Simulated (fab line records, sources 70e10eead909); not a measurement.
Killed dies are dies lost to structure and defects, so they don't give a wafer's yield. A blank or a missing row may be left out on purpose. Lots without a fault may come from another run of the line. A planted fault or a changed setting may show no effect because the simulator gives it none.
Which tool did it? | flow nand_harc | 10 lots, 30 wafers sampled, at 4 steps of a route of 1302

WHAT THE GAUGES READ, wafer by wafer
NHARC_A_CHANNEL_FILL_D2_INSPECT_13.
lot  | measured     | on                | raw_defect_count
L075 | day 16 04:59 | defect_inspect-02 | 336 353 382
L077 | day 17 08:14 | defect_inspect-02 | 207 240 317
L079 | day 17 08:15 | defect_inspect-02 | 529 372 339
L082 | day 18 02:30 | defect_inspect-02 | 431 424 302
L084 | day 19 19:58 | defect_inspect-01 | 315 431 348
L087 | day 21 11:55 | defect_inspect-01 | 268 265 235
L089 | day 21 23:20 | defect_inspect-02 | 410 286 260
L093 | day 23 10:40 | defect_inspect-02 | 308 355 336
L096 | day 24 11:12 | defect_inspect-01 | 346 479 498
L097 | day 25 02:24 | defect_inspect-02 | 398 380 355

WHICH TOOL RAN EACH LOT (tool, then ch and the chambers of the sampled wafers, then the start)
lot  | NHARC_A_CHANNEL_HOLE_D2_ETCH_38    | NHARC_A_CHANNEL_HOLE_D2_ETCH_44    | NHARC_A_CHANNEL_FILL_D2_ETCHBACK_19
L075 | rie_diel-10 ch 1,2,3, day 13 20:57 | rie_diel-11 ch 2,3, day 14 02:49   | rie_si-03 ch 0,3, day 15 04:21
L077 | rie_diel-01 ch 0,1,2, day 14 22:02 | rie_diel-10 ch 1,2,3, day 15 03:51 | rie_si-03 ch 1,3, day 16 08:09
L079 | rie_diel-11 ch 0,2,3, day 14 23:58 | rie_diel-10 ch 0,2,3, day 15 08:01 | rie_si-02 ch 0,2,3, day 16 08:08
L082 | rie_diel-10 ch 0,2, day 15 19:22   | rie_diel-01 ch 0,1, day 16 01:11   | rie_si-05 ch 1,3, day 17 02:17
L084 | rie_diel-10 ch 2,3, day 17 09:23   | rie_diel-01 ch 2,3, day 17 18:41   | rie_si-02 ch 0,2, day 18 18:31
L087 | rie_diel-10 ch 0,1,3, day 19 02:10 | rie_diel-01 ch 0,2, day 19 07:59   | rie_si-03 ch 0,2, day 20 12:09
L089 | rie_diel-10 ch 0,2, day 19 16:53   | rie_diel-11 ch 1,2,3, day 19 23:17 | rie_si-05 ch 1,2, day 20 22:49
L093 | rie_diel-01 ch 0,2,3, day 21 02:06 | rie_diel-01 ch 0,1,3, day 21 09:19 | rie_si-02 ch 0,3, day 22 10:26
L096 | rie_diel-11 ch 0,2,3, day 21 22:14 | rie_diel-11 ch 0,1,3, day 22 06:23 | rie_si-05 ch 2,3, day 23 07:08
L097 | rie_diel-10 ch 0,1,2, day 22 18:04 | rie_diel-11 ch 0,2, day 22 23:53   | rie_si-05 ch 0,3, day 24 02:43
- NHARC_A_CHANNEL_HOLE_D2_ETCH_38: etches the open film in CF4, target depth 39 nm, time 65 s.
- NHARC_A_CHANNEL_HOLE_D2_ETCH_44: etches the open film in CF4/O2, target depth 140 nm, overetch 14 nm, time 77 s.
- NHARC_A_CHANNEL_FILL_D2_ETCHBACK_19: etches the open film in HBr/Cl2, target depth 5 nm, time 1.7 s.

THE ANSWER, worked out from the rows above alone
Rule: what is usual is taken from the lots themselves. Put in order of their means at a reading, lots are off if they are a third of the lots or fewer, leave a main group of 4 or more, and stand apart from it by a gap of 3 or more times the standard deviation of the main group's means; of several such gaps the widest counts. A main group whose means are all the same, to the digits that the tables above print for the reading, isn't used. A lot without any number at a reading at which 4 lots or more have one is off too. The other lots that the step has rows for count as sound.
No lot is off at any reading shown: from this, nothing can be told.

WHAT THE SIMULATOR HAD PUT IN
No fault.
